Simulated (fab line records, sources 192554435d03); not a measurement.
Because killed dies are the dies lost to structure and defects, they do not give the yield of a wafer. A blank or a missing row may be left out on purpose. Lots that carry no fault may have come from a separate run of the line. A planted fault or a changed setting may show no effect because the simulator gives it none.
Which of the tools did it? || flow n5 finfet || 27 wafers from 9 lots sampled at 5 of the route's 1938 steps

== WHAT THE GAUGES SHOWED, per wafer ==
N5_WELL_APT_OVL_MEAS_26.
{"lot": "L345", "measured": "day 2 03:29", "on": "overlay-02", "PWELL_OVL (nm)": "0 0 8"}
{"lot": "L351", "measured": "day 3 15:53", "on": "overlay-02", "PWELL_OVL (nm)": "5 -4 0"}
{"lot": "L352", "measured": "day 3 22:18", "on": "overlay-01", "PWELL_OVL (nm)": "-1 7 3"}
{"lot": "L354", "measured": "day 4 09:08", "on": "overlay-02", "PWELL_OVL (nm)": "3 -4 -5"}
{"lot": "L355", "measured": "day 4 14:58", "on": "overlay-02", "PWELL_OVL (nm)": "3 4 5"}
{"lot": "L356", "measured": "day 4 21:02", "on": "overlay-01", "PWELL_OVL (nm)": "7 1 8"}
{"lot": "L357", "measured": "day 5 03:07", "on": "overlay-01", "PWELL_OVL (nm)": "-3 -2 -8"}
{"lot": "L364", "measured": "day 6 21:05", "on": "overlay-01", "PWELL_OVL (nm)": "7 -4 3"}
{"lot": "L366", "measured": "day 7 09:00", "on": "overlay-02", "PWELL_OVL (nm)": "0 -1 10"}

N5_BEOL_M4_RC_MEAS_101.
{"lot": "L345", "measured": "day 8 18:03", "on": "prober-02", "CJ_N": "4.29 4.22 4.46", "DIBL_N (mV/V)": "35.1 37.2 37.5", "DIBL_P (mV/V)": "33.9 36.8 35.1", "IOFF_N (nA/um)": "0.13 0.17 0.17", "IOFF_N_85C (nA/um)": "2.6 3.2 3.3", "IOFF_N_LIN (nA/um)": "0.063 0.078 0.077", "IOFF_P (nA/um)": "0.15 0.19 0.16", "ION_N (uA/um)": "653 682 677", "ION_P (uA/um)": "449 455 451", "RS_PWELL (ohm/sq)": "2987 2994 3018", "SS_N (mV/dec)": "70.7 71.6 71.5", "SS_P (mV/dec)": "73.5 73.1 73.5", "VT_N (mV)": "251 251 248", "VT_P (mV)": "-257 -255 -256"}
{"lot": "L351", "measured": "day 9 20:14", "on": "prober-01", "CJ_N": "4.33 4.43 4.53", "DIBL_N (mV/V)": "37.3 37.0 39.7", "DIBL_P (mV/V)": "36.5 36.0 37.1", "IOFF_N (nA/um)": "0.18 0.16 0.23", "IOFF_N_85C (nA/um)": "3.4 3.2 4.3", "IOFF_N_LIN (nA/um)": "0.083 0.077 0.092", "IOFF_P (nA/um)": "0.22 0.20 0.23", "ION_N (uA/um)": "679 680 675", "ION_P (uA/um)": "461 460 452", "RS_PWELL (ohm/sq)": "3000 3070 3046", "SS_N (mV/dec)": "71.7 71.1 72.8", "SS_P (mV/dec)": "73.2 72.8 73.7", "VT_N (mV)": "246 250 244", "VT_P (mV)": "-251 -249 -251"}
{"lot": "L352", "measured": "day 10 05:55", "on": "prober-01", "CJ_N": "4.34 4.23 4.24", "DIBL_N (mV/V)": "34.8 34.6 35.2", "DIBL_P (mV/V)": "34.7 34.8 35.8", "IOFF_N (nA/um)": "0.15 0.13 0.15", "IOFF_N_85C (nA/um)": "2.9 2.6 3.0", "IOFF_N_LIN (nA/um)": "0.069 0.062 0.072", "IOFF_P (nA/um)": "0.20 0.21 0.23", "ION_N (uA/um)": "662 657 673", "ION_P (uA/um)": "461 454 464", "RS_PWELL (ohm/sq)": "3003 3001 2989", "SS_N (mV/dec)": "71.6 70.7 71.5", "SS_P (mV/dec)": "72.5 71.8 72.8", "VT_N (mV)": "251 253 251", "VT_P (mV)": "-249 -252 -249"}
{"lot": "L354", "measured": "day 10 15:55", "on": "prober-01", "CJ_N": "1.34 1.38 1.37", "DIBL_N (mV/V)": "51.7 54.6 53.2", "DIBL_P (mV/V)": "35.3 34.0 34.4", "IOFF_N (nA/um)": "1.11 1.39 1.27", "IOFF_N_85C (nA/um)": "16.0 19.3 17.9", "IOFF_N_LIN (nA/um)": "0.140 0.139 0.138", "IOFF_P (nA/um)": "0.22 0.19 0.19", "ION_N (uA/um)": "688 677 686", "ION_P (uA/um)": "466 457 459", "RS_PWELL (ohm/sq)": "3183 3199 3197", "SS_N (mV/dec)": "87.6 91.9 91.3", "SS_P (mV/dec)": "72.6 71.8 72.7", "VT_N (mV)": "245 248 247", "VT_P (mV)": "-246 -252 -249"}
{"lot": "L355", "measured": "day 11 00:52", "on": "prober-01", "CJ_N": "4.47 4.29 4.32", "DIBL_N (mV/V)": "37.7 34.9 36.2", "DIBL_P (mV/V)": "38.5 36.7 37.5", "IOFF_N (nA/um)": "0.19 0.14 0.16", "IOFF_N_85C (nA/um)": "3.7 2.9 3.3", "IOFF_N_LIN (nA/um)": "0.083 0.067 0.076", "IOFF_P (nA/um)": "0.26 0.21 0.23", "ION_N (uA/um)": "688 677 677", "ION_P (uA/um)": "475 466 461", "RS_PWELL (ohm/sq)": "2962 2972 2961", "SS_N (mV/dec)": "72.3 70.8 72.2", "SS_P (mV/dec)": "73.5 73.7 72.3", "VT_N (mV)": "248 253 248", "VT_P (mV)": "-245 -249 -246"}
{"lot": "L356", "measured": "day 11 09:40", "on": "prober-02", "CJ_N": "1.37 1.43 1.44", "DIBL_N (mV/V)": "46.7 68.8 57.3", "DIBL_P (mV/V)": "35.1 34.9 37.2", "IOFF_N (nA/um)": "0.63 3.75 1.90", "IOFF_N_85C (nA/um)": "9.9 43.7 25.3", "IOFF_N_LIN (nA/um)": "0.110 0.204 0.174", "IOFF_P (nA/um)": "0.16 0.16 0.19", "ION_N (uA/um)": "692 699 709", "ION_P (uA/um)": "455 454 459", "RS_PWELL (ohm/sq)": "3216 3210 3197", "SS_N (mV/dec)": "82.1 106.7 93.6", "SS_P (mV/dec)": "73.0 73.2 74.1", "VT_N (mV)": "246 247 244", "VT_P (mV)": "-256 -256 -251"}
{"lot": "L357", "measured": "day 11 09:52", "on": "prober-01", "CJ_N": "4.20 4.23 4.30", "DIBL_N (mV/V)": "38.3 38.2 35.9", "DIBL_P (mV/V)": "38.9 39.0 36.5", "IOFF_N (nA/um)": "0.21 0.21 0.16", "IOFF_N_85C (nA/um)": "3.8 3.8 3.0", "IOFF_N_LIN (nA/um)": "0.095 0.093 0.075", "IOFF_P (nA/um)": "0.27 0.26 0.21", "ION_N (uA/um)": "691 691 681", "ION_P (uA/um)": "467 470 467", "RS_PWELL (ohm/sq)": "2985 2992 3013", "SS_N (mV/dec)": "71.7 71.4 71.6", "SS_P (mV/dec)": "74.6 74.2 72.9", "VT_N (mV)": "247 246 251", "VT_P (mV)": "-247 -248 -250"}
{"lot": "L364", "measured": "day 13 05:11", "on": "prober-02", "CJ_N": "4.34 4.26 4.44", "DIBL_N (mV/V)": "35.5 32.0 35.6", "DIBL_P (mV/V)": "34.9 30.8 34.9", "IOFF_N (nA/um)": "0.14 0.10 0.14", "IOFF_N_85C (nA/um)": "2.9 2.1 2.9", "IOFF_N_LIN (nA/um)": "0.068 0.052 0.069", "IOFF_P (nA/um)": "0.19 0.14 0.20", "ION_N (uA/um)": "673 651 667", "ION_P (uA/um)": "462 452 462", "RS_PWELL (ohm/sq)": "3009 3000 3010", "SS_N (mV/dec)": "72.0 69.8 71.3", "SS_P (mV/dec)": "73.8 72.5 73.7", "VT_N (mV)": "254 255 255", "VT_P (mV)": "-250 -255 -251"}
{"lot": "L366", "measured": "day 14 00:20", "on": "prober-01", "CJ_N": "4.28 4.27 4.38", "DIBL_N (mV/V)": "39.1 37.7 39.5", "DIBL_P (mV/V)": "38.5 37.1 39.5", "IOFF_N (nA/um)": "0.18 0.16 0.19", "IOFF_N_85C (nA/um)": "3.4 3.1 3.7", "IOFF_N_LIN (nA/um)": "0.080 0.073 0.085", "IOFF_P (nA/um)": "0.23 0.22 0.26", "ION_N (uA/um)": "663 659 681", "ION_P (uA/um)": "460 458 467", "RS_PWELL (ohm/sq)": "3051 3043 3037", "SS_N (mV/dec)": "71.9 72.1 72.8", "SS_P (mV/dec)": "74.1 73.7 73.8", "VT_N (mV)": "251 252 251", "VT_P (mV)": "-249 -248 -247"}

== TOOL THAT RAN EACH LOT (tool first, then ch and the chambers of the sampled wafers, then the start) ==
{"lot": "L345", "N5_ZERO_LAYER_DESCUM_16": "rie diel-03 ch 1,2,3, day 2 01:06", "N5_ZERO_LAYER_ETCH_17": "rie diel-03 ch 1,2,3, day 2 01:08", "N5_WELL_APT_IMPLANT_32": "implanter-01 ch 0, day 2 04:07"}
{"lot": "L351", "N5_ZERO_LAYER_DESCUM_16": "rie diel-06 ch 0,2, day 3 13:02", "N5_ZERO_LAYER_ETCH_17": "rie diel-06 ch 0,2, day 3 13:04", "N5_WELL_APT_IMPLANT_32": "implanter-01 ch 0, day 3 16:52"}
{"lot": "L352", "N5_ZERO_LAYER_DESCUM_16": "rie diel-03 ch 1,3, day 3 18:43", "N5_ZERO_LAYER_ETCH_17": "rie diel-03 ch 1,3, day 3 18:44", "N5_WELL_APT_IMPLANT_32": "implanter-02 ch 0, day 3 23:12"}
{"lot": "L354", "N5_ZERO_LAYER_DESCUM_16": "rie diel-06 ch 0,1,3, day 4 06:49", "N5_ZERO_LAYER_ETCH_17": "rie diel-06 ch 0,1,3, day 4 06:50", "N5_WELL_APT_IMPLANT_32": "implanter-02 ch 0, day 4 09:30"}
{"lot": "L355", "N5_ZERO_LAYER_DESCUM_16": "rie diel-01 ch 0,1,3, day 4 12:41", "N5_ZERO_LAYER_ETCH_17": "rie diel-01 ch 0,1,3, day 4 12:43", "N5_WELL_APT_IMPLANT_32": "implanter-01 ch 0, day 4 15:18"}
{"lot": "L356", "N5_ZERO_LAYER_DESCUM_16": "rie diel-01 ch 2,3, day 4 18:50", "N5_ZERO_LAYER_ETCH_17": "rie diel-01 ch 2,3, day 4 18:52", "N5_WELL_APT_IMPLANT_32": "implanter-02 ch 0, day 4 21:45"}
{"lot": "L357", "N5_ZERO_LAYER_DESCUM_16": "rie diel-06 ch 0,1,2, day 5 00:50", "N5_ZERO_LAYER_ETCH_17": "rie diel-06 ch 0,1,2, day 5 00:52", "N5_WELL_APT_IMPLANT_32": "implanter-01 ch 0, day 5 03:28"}
{"lot": "L364", "N5_ZERO_LAYER_DESCUM_16": "rie diel-01 ch 0,1, day 6 18:49", "N5_ZERO_LAYER_ETCH_17": "rie diel-01 ch 0,1, day 6 18:50", "N5_WELL_APT_IMPLANT_32": "implanter-01 ch 0, day 6 21:28"}
{"lot": "L366", "N5_ZERO_LAYER_DESCUM_16": "rie diel-03 ch 0,1, day 7 06:41", "N5_ZERO_LAYER_ETCH_17": "rie diel-03 ch 0,1, day 7 06:43", "N5_WELL_APT_IMPLANT_32": "implanter-02 ch 0, day 7 09:26"}
- N5_ZERO_LAYER_DESCUM_16: chemistry O2, time 7.9 s.
- N5_ZERO_LAYER_ETCH_17: etches SiO2 in CF4, target depth 12 nm, time 13.3 s.
- N5_WELL_APT_IMPLANT_32

== AS READ BY THE TOOLS THEMSELVES (means over the sampled wafers that have a number; for cases with no such wafer, the mark the record gives instead) ==
N5_ZERO_LAYER_DESCUM_16.
{"lot": "L345", "tool": "rie diel-03", "drypump motor current A (A)": 5.7, "o2 flow sccm (sccm)": 225.5, "oes product au (a.u.)": 0.79, "rf vpp V (V)": 243.6, "showerhead plenum p Torr (Torr)": 2.12, "throttle valve pct (%)": 20.17}
{"lot": "L351", "tool": "rie diel-06", "drypump motor current A (A)": 5.6, "o2 flow sccm (sccm)": 224.3, "oes product au (a.u.)": 0.91, "rf vpp V (V)": 243.4, "showerhead plenum p Torr (Torr)": 2.06, "throttle valve pct (%)": 20.41}
{"lot": "L352", "tool": "rie diel-03", "drypump motor current A (A)": 6.0, "o2 flow sccm (sccm)": 224.6, "oes product au (a.u.)": 0.80, "rf vpp V (V)": 245.2, "showerhead plenum p Torr (Torr)": 2.19, "throttle valve pct (%)": 20.18}
{"lot": "L354", "tool": "rie diel-06", "drypump motor current A (A)": 5.7, "o2 flow sccm (sccm)": 224.9, "oes product au (a.u.)": 0.94, "rf vpp V (V)": 244.6, "showerhead plenum p Torr (Torr)": 2.13, "throttle valve pct (%)": 20.15}
{"lot": "L355", "tool": "rie diel-01", "drypump motor current A (A)": 5.7, "o2 flow sccm (sccm)": 224.8, "oes product au (a.u.)": 0.81, "rf vpp V (V)": 244.0, "showerhead plenum p Torr (Torr)": 2.10, "throttle valve pct (%)": 20.17}
{"lot": "L356", "tool": "rie diel-01", "drypump motor current A (A)": 6.1, "o2 flow sccm (sccm)": 224.7, "oes product au (a.u.)": 0.79, "rf vpp V (V)": 240.8, "showerhead plenum p Torr (Torr)": 2.02, "throttle valve pct (%)": 20.42}
{"lot": "L357", "tool": "rie diel-06", "drypump motor current A (A)": 5.6, "o2 flow sccm (sccm)": 224.8, "oes product au (a.u.)": 0.86, "rf vpp V (V)": 242.8, "showerhead plenum p Torr (Torr)": 2.08, "throttle valve pct (%)": 20.22}
{"lot": "L364", "tool": "rie diel-01", "drypump motor current A (A)": 5.6, "o2 flow sccm (sccm)": 225.5, "oes product au (a.u.)": 0.72, "rf vpp V (V)": 243.7, "showerhead plenum p Torr (Torr)": 2.11, "throttle valve pct (%)": 20.26}
{"lot": "L366", "tool": "rie diel-03", "drypump motor current A (A)": 5.5, "o2 flow sccm (sccm)": 225.1, "oes product au (a.u.)": 0.84, "rf vpp V (V)": 244.9, "showerhead plenum p Torr (Torr)": 2.22, "throttle valve pct (%)": 20.05}

N5_ZERO_LAYER_ETCH_17.
{"lot": "L345", "tool": "rie diel-03", "drypump motor current A (A)": 5.7, "oes product au (a.u.)": 0.78, "rf vpp V (V)": 950, "showerhead plenum p Torr (Torr)": 2.18, "throttle valve pct (%)": 15.46}
{"lot": "L351", "tool": "rie diel-06", "drypump motor current A (A)": 5.5, "oes product au (a.u.)": 0.92, "rf vpp V (V)": 947, "showerhead plenum p Torr (Torr)": 2.12, "throttle valve pct (%)": 15.68}
{"lot": "L352", "tool": "rie diel-03", "drypump motor current A (A)": 6.0, "oes product au (a.u.)": 0.79, "rf vpp V (V)": 955, "showerhead plenum p Torr (Torr)": 2.24, "throttle valve pct (%)": 15.46}
{"lot": "L354", "tool": "rie diel-06", "drypump motor current A (A)": 5.7, "oes product au (a.u.)": 0.93, "rf vpp V (V)": 951, "showerhead plenum p Torr (Torr)": 2.19, "throttle valve pct (%)": 15.41}
{"lot": "L355", "tool": "rie diel-01", "drypump motor current A (A)": 5.7, "oes product au (a.u.)": 0.81, "rf vpp V (V)": 950, "showerhead plenum p Torr (Torr)": 2.16, "throttle valve pct (%)": 15.52}
{"lot": "L356", "tool": "rie diel-01", "drypump motor current A (A)": 6.1, "oes product au (a.u.)": 0.81, "rf vpp V (V)": 943, "showerhead plenum p Torr (Torr)": 2.07, "throttle valve pct (%)": 15.65}
{"lot": "L357", "tool": "rie diel-06", "drypump motor current A (A)": 5.6, "oes product au (a.u.)": 0.87, "rf vpp V (V)": 948, "showerhead plenum p Torr (Torr)": 2.14, "throttle valve pct (%)": 15.55}
{"lot": "L364", "tool": "rie diel-01", "drypump motor current A (A)": 5.6, "oes product au (a.u.)": 0.73, "rf vpp V (V)": 950, "showerhead plenum p Torr (Torr)": 2.16, "throttle valve pct (%)": 15.62}
{"lot": "L366", "tool": "rie diel-03", "drypump motor current A (A)": 5.5, "oes product au (a.u.)": 0.83, "rf vpp V (V)": 955, "showerhead plenum p Torr (Torr)": 2.27, "throttle valve pct (%)": 15.26}

N5_WELL_APT_IMPLANT_32.
{"lot": "L345", "tool": "implanter-01", "dose ions cm2": 1.9999e+13, "faraday current uA": 252, "rotation deg (degrees)": 0.003}
{"lot": "L351", "tool": "implanter-01", "dose ions cm2": 2.0010e+13, "faraday current uA": 258, "rotation deg (degrees)": 0.009}
{"lot": "L352", "tool": "implanter-02", "dose ions cm2": 2.0003e+13, "faraday current uA": 256, "rotation deg (degrees)": 0.023}
{"lot": "L354", "tool": "implanter-02", "dose ions cm2": 2.0157e+12, "faraday current uA": 25, "rotation deg (degrees)": 0.006}
{"lot": "L355", "tool": "implanter-01", "dose ions cm2": 1.9997e+13, "faraday current uA": 252, "rotation deg (degrees)": -0.007}
{"lot": "L356", "tool": "implanter-02", "dose ions cm2": 1.9903e+12, "faraday current uA": 25, "rotation deg (degrees)": -0.005}
{"lot": "L357", "tool": "implanter-01", "dose ions cm2": 2.0003e+13, "faraday current uA": 253, "rotation deg (degrees)": 0.013}
{"lot": "L364", "tool": "implanter-01", "dose ions cm2": 1.9981e+13, "faraday current uA": 257, "rotation deg (degrees)": -0.018}
{"lot": "L366", "tool": "implanter-02", "dose ions cm2": 1.9997e+13, "faraday current uA": 252, "rotation deg (degrees)": -0.018}

== THE ANSWER, worked out from the rows above alone ==
Rule: what is usual is taken from the lots themselves. Put in order of their means at a reading, lots are off if they are a third of the lots or fewer, leave a main group of 4 or more, and stand apart from it by a gap of 3 or more times the standard deviation of the main group's means; of several such gaps the widest counts. Not used: any main group whose means are identical at the precision the tables above print for the reading. A lot without any number at a reading at which 4 lots or more have one is off too. Where the step has rows for the other lots, those lots are counted as sound. After the gauges, taken in route order, come the tools' own readings; for these a lot's mean is taken, as printed above. At the first step where some lot is off, the reading lying furthest off is the one used; lots without a number count as furthest.
Off: L354, L356, at N5_BEOL_M4_RC_MEAS_101 (CJ_N). For the main group the mean is 4.33 and the standard deviation 0.057.
A tool fits if, at a process step before that reading, it ran every lot that is off, and no sound lot after the first of them. Not tried: the gauges at N5_BEOL_M4_RC_MEAS_101; whatever is off there is also off at N5_WELL_APT_IMPLANT_32, on other tools, and gauge error can't account for it. None of those tried fits.

== WHAT HAD BEEN PUT IN BY THE SIMULATOR ==
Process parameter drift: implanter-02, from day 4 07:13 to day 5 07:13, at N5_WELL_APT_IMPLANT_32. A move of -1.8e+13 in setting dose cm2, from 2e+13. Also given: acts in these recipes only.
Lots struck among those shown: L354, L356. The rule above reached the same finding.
